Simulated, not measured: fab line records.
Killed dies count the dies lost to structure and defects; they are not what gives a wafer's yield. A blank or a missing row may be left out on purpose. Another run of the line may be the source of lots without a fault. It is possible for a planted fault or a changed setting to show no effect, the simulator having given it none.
Matching of chambers	flow n5Finfet	rieSi-01 running N5_BEOL_M0_SAQP_MANDREL_ETCH_103: 4 sister chambers
The step etches a-Si in HBr/Cl2, stops on SiCN, target depth 45 nm, bt time 10 s, time 27 s. 4 wafers are shown with their chamber, then 10 later ones without.

## WAFERS PAIRED WITH THEIR CHAMBERS
wafer	chamber	drypumpMotorCurrentA (A)
L084.1	0	5.55
L084.5	2	5.32
L089.1	1	4.85
L089.2	3	5.53

## WAFERS MISSING THEIR CHAMBER
wafer	drypumpMotorCurrentA (A)
L089.6	4.85
L090.1	5.53
L090.2	5.34
L090.4	4.84
L092.1	5.37
L092.3	4.85
L092.4	5.51
L095.4	5.34
L095.5	5.54
L095.6	5.53

## CHAMBER TAKEN BY EACH
wafer	from the rows above	in truth
L089.6	1	1
L090.1	can't be placed: 3 or 0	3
L090.2	2	2
L090.4	1	1
L092.1	2	2
L092.3	1	1
L092.4	can't be placed: 3 or 0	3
L095.4	2	2
L095.5	can't be placed: 0 or 3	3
L095.6	can't be placed: 3 or 0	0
Correct placement for 6 of the 10. From these rows, 4 cannot be placed; in 4 the true chamber is one of the candidates. Placed wrongly: 0.
How it was worked out, from the rows above alone: a wafer's distance from a chamber is the root of the sum, over the readings, of the square of ((its reading less the chamber's mean) divided by the reading's scatter). The wafer belongs to the nearest chamber; if the next one is less than 2 further off, it can't be placed. For every chamber, the mean is computed from those of its wafers that are shown. The scatter: root of mean squared gap, hidden wafer to nearest shown wafer, with one shown wafer a chamber.
